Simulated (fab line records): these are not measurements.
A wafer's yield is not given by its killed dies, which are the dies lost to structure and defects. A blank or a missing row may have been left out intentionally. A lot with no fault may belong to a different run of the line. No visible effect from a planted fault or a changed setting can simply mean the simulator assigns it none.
Chamber matching / flow nand_harc / NHARC_A_BONDPAD_DESCUM_11 on rie_diel-10: 4 sister chambers
The step chemistry O2, time 3 s. 4 wafers are shown with their chamber, then 9 later ones without.

## WAFERS PAIRED WITH THEIR CHAMBERS
wafer=L826.4; chamber=3; drypump_motor_current_A (A)=5.6
wafer=L829.1; chamber=0; drypump_motor_current_A (A)=5.3
wafer=L829.2; chamber=2; drypump_motor_current_A (A)=5.2
wafer=L829.3; chamber=1; drypump_motor_current_A (A)=5.0

## WAFERS WITH NO CHAMBER GIVEN
wafer=L832.1; drypump_motor_current_A (A)=5.3
wafer=L832.5; drypump_motor_current_A (A)=5.6
wafer=L832.6; drypump_motor_current_A (A)=5.2
wafer=L841.2; drypump_motor_current_A (A)=5.5
wafer=L841.4; drypump_motor_current_A (A)=5.0
wafer=L841.6; drypump_motor_current_A (A)=5.2
wafer=L842.2; drypump_motor_current_A (A)=5.0
wafer=L842.4; drypump_motor_current_A (A)=5.6
wafer=L842.5; drypump_motor_current_A (A)=5.6

## WHICH CHAMBER EACH ONE RAN IN
wafer=L832.1; from the rows above=0; in truth=0
wafer=L832.5; from the rows above=3; in truth=3
wafer=L832.6; from the rows above=2; in truth=2
wafer=L841.2; from the rows above=3; in truth=3
wafer=L841.4; from the rows above=1; in truth=1
wafer=L841.6; from the rows above=2; in truth=2
wafer=L842.2; from the rows above=1; in truth=1
wafer=L842.4; from the rows above=3; in truth=3
wafer=L842.5; from the rows above=3; in truth=3
9 of 9 placed correctly. Number that these rows cannot place: 0. Wrongly placed: 0.
How it was worked out, from the rows above alone: a wafer's distance from a chamber is the root of the sum, over the readings, of the square of ((its reading less the chamber's mean) divided by the reading's scatter). If the next closest chamber is less than 2 further off than the closest, the wafer can't be placed; otherwise it belongs to the closest. Each chamber's mean is taken over the wafers shown for it. The scatter (one wafer shown for each chamber): square how far every hidden wafer sits from the nearest shown wafer, average those squares and take the square root.
